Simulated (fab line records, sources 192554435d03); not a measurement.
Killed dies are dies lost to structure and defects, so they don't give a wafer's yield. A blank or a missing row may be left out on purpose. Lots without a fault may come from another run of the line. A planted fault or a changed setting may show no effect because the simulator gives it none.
Chamber matching | flow n5_finfet | N5_BEOL_M10_ETCH_61 on rie_diel-06: 4 sister chambers
The step etches SiARC in CF4, target depth 39 nm, time 65 s. 8 wafers are shown with their chamber, then 8 later ones without.

WAFERS WITH THEIR CHAMBER
wafer  | chamber | oes_product_au (a.u.) | throttle_valve_pct (%)
L082.5 | 0       | 0.57                  | 16.10
L084.5 | 0       | 0.57                  | 16.11
L084.6 | 1       | 0.78                  | 15.49
L087.3 | 1       | 0.77                  | 15.49
L089.1 | 3       | 0.61                  | 15.87
L089.4 | 2       | 0.57                  | 15.86
L089.6 | 3       | 0.61                  | 15.89
L091.2 | 2       | 0.57                  | 15.86

WAFERS WITHOUT THEIR CHAMBER
wafer  | oes_product_au (a.u.) | throttle_valve_pct (%)
L091.5 | 0.76                  | 15.52
L091.6 | 0.61                  | 15.89
L096.1 | 0.84                  | 15.58
L096.2 | 0.60                  | 15.91
L096.5 | 0.84                  | 15.59
L097.3 | 0.81                  | 15.61
L097.4 | 0.85                  | 15.37
L097.5 | 0.80                  | 15.63

WHICH CHAMBER EACH WENT THROUGH
wafer  | from the rows above | in truth
L091.5 | 1                   | 1
L091.6 | 3                   | 3
L096.1 | 1                   | 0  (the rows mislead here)
L096.2 | 3                   | 3
L096.5 | 1                   | 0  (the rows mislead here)
L097.3 | 1                   | 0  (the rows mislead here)
L097.4 | 1                   | 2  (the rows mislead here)
L097.5 | 1                   | 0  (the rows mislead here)
Placed correctly: 3 of 8. Can't be placed from these rows: 0. Placed wrongly: 5.
How it was worked out, from the rows above alone: a wafer's distance from a chamber is the root of the sum, over the readings, of the square of ((its reading less the chamber's mean) divided by the reading's scatter). The wafer belongs to the nearest chamber; if the next one is less than 2 further off, it can't be placed. A chamber's mean is the mean of its shown wafers. The scatter: the root of (the sum of the squares of (reading less its chamber's mean) over the shown wafers, divided by (wafers less chambers)).
